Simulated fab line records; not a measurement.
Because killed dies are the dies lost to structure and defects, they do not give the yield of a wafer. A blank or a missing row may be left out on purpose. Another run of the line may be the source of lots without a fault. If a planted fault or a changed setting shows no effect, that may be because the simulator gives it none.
What tool caused it? | flow n5-finfet | at 1 step of a route of 1938, 12 lots with 36 wafers sampled

== WHAT THE GAUGES SHOWED, per wafer ==
N5_BEOL_M13_OCD_MEAS_35.
lot  | measured     | on     | trench-depth-nm (nm)
L602 | day 11 04:31 | ocd-02 | 401 416 412
L604 | day 12 00:51 | ocd-01 | 413 412 411
L608 | day 12 05:16 | ocd-01 | 413 413 414
L607 | day 12 07:13 | ocd-01 | 398 414 404
L606 | day 12 18:24 | ocd-02 | 407 411 407
L615 | day 14 07:28 | ocd-02 | 419 418 426
L614 | day 14 16:55 | ocd-02 | 408 415 404
L618 | day 14 20:31 | ocd-01 | 411 407 417
L621 | day 15 05:53 | ocd-02 | 406 408 404
L620 | day 16 03:15 | ocd-02 | 400 409 403
L624 | day 16 22:14 | ocd-01 | 408 412 407
L623 | day 17 04:00 | ocd-02 | 406 417 413

== TOOL THAT RAN EACH LOT (tool first, then ch and the chambers of the sampled wafers, then the start) ==
No process step before these readings appears in the record.

== WHAT THE TOOLS THEMSELVES READ (means of the sampled wafers that have a number; where no wafer has one, the mark that the record gives instead) ==
The record holds no such reading with a usual standard deviation.

== THE ANSWER, worked out from the rows above alone ==
Rule: the lots themselves supply what counts as usual. Put in order of their means at a reading, lots are off if they are a third of the lots or fewer, leave a main group of 4 or more, and stand apart from it by a gap of 3 or more times the standard deviation of the main group's means; of several such gaps the widest counts. The tables above print the reading to a certain number of digits; a main group whose means all agree to those digits is not used. Also off: a lot with no number at a reading for which 4 or more lots have one. Where the step has rows for the other lots, those lots are counted as sound. After the gauges, taken in route order, come the tools' own readings; for these a lot's mean is taken, as printed above. The first step at which some lot is off is used, and at that step the reading that is off furthest; a lot without a number counts as furthest.
Nothing can be told from this: no lot is off at any reading shown.

== WHAT HAD BEEN PUT IN BY THE SIMULATOR ==
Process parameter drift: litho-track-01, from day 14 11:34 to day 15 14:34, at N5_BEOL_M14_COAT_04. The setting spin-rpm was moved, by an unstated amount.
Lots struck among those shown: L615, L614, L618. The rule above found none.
